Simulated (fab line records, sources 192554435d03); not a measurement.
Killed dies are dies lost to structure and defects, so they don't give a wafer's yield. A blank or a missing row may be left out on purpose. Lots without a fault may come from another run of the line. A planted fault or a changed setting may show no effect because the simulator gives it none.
Chamber matching | flow n5_finfet | N5_BEOL_M5_CO_CAP_78 on cvd_co-02: 3 sister chambers
The step material Co, precursor CCTBA/H2, target thk 2 nm, time 102.1 s. 27 wafers are shown with their chamber, then 12 later ones without.

WAFERS WITH THEIR CHAMBER
wafer  | chamber | heater_power_w (W) | chamber_pressure_Torr (Torr)
L080.1 | 0       | 255                | 29.98
L080.3 | 1       | 268                | 29.88
L080.6 | 0       | 251                | 29.97
L074.1 | 1       | 269                | 30.03
L074.5 | 0       | 244                | 30.07
L074.6 | 1       | 269                | 29.92
L081.2 | 1       | 263                | 29.93
L081.3 | 2       | 203                | 29.98
L081.5 | 1       | 272                | 30.05
L082.1 | 2       | 201                | 30.05
L082.2 | 1       | 265                | 30.02
L082.4 | 0       | 253                | 29.99
L083.1 | 2       | 201                | 29.98
L083.2 | 0       | 248                | 30.12
L083.4 | 1       | 271                | 29.94
L085.2 | 1       | 266                | 30.01
L085.3 | 2       | 203                | 29.83
L085.6 | 2       | 202                | 30.01
L086.1 | 0       | 249                | 29.98
L086.3 | 1       | 267                | 29.98
L086.6 | 2       | 205                | 29.97
L087.1 | 2       | 205                | 29.99
L087.3 | 0       | 245                | 29.88
L087.6 | 1       | 268                | 29.97
L089.2 | 1       | 272                | 30.04
L089.3 | 2       | 207                | 29.98
L089.4 | 1       | 274                | 29.95

SIGNATURES (means of the wafers above)
reading               | chamber 0 | chamber 1 | chamber 2 | scatter within a chamber
heater_power_w        | 249.29    | 268.67    | 203.38    | 3.18
chamber_pressure_Torr | 29.9986   | 29.9767   | 29.9737   | 0.0632
Rule: a wafer's distance from a chamber is the root of the sum, over the readings, of the square of ((its reading less the chamber's mean) divided by the reading's scatter). The wafer belongs to the nearest chamber; if the next one is less than 2 further off, it can't be placed. The scatter: the root of (the sum of the squares of (reading less its chamber's mean) over the shown wafers, divided by (wafers less chambers)).

WAFERS WITHOUT THEIR CHAMBER
wafer  | heater_power_w (W) | chamber_pressure_Torr (Torr)
L090.1 | 264                | 29.98
L090.4 | 203                | 30.10
L090.5 | 256                | 30.04
L091.3 | 279                | 29.93
L091.5 | 255                | 30.07
L091.6 | 205                | 29.96
L092.3 | 201                | 30.00
L092.4 | 206                | 30.04
L092.6 | 267                | 30.11
L093.1 | 269                | 29.93
L093.2 | 246                | 29.97
L093.4 | 249                | 30.05

WHICH CHAMBER EACH WENT THROUGH
wafer  | from the rows above     | in truth
L090.1 | 1                       | 1
L090.4 | 2                       | 2
L090.5 | can't be placed: 0 or 1 | 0
L091.3 | 1                       | 1
L091.5 | 0                       | 0
L091.6 | 2                       | 2
L092.3 | 2                       | 2
L092.4 | 2                       | 2
L092.6 | 1                       | 1
L093.1 | 1                       | 1
L093.2 | 0                       | 0
L093.4 | 0                       | 0
Placed correctly: 11 of 12. Can't be placed from these rows: 1 (the true chamber is among the candidates in 1). Placed wrongly: 0.
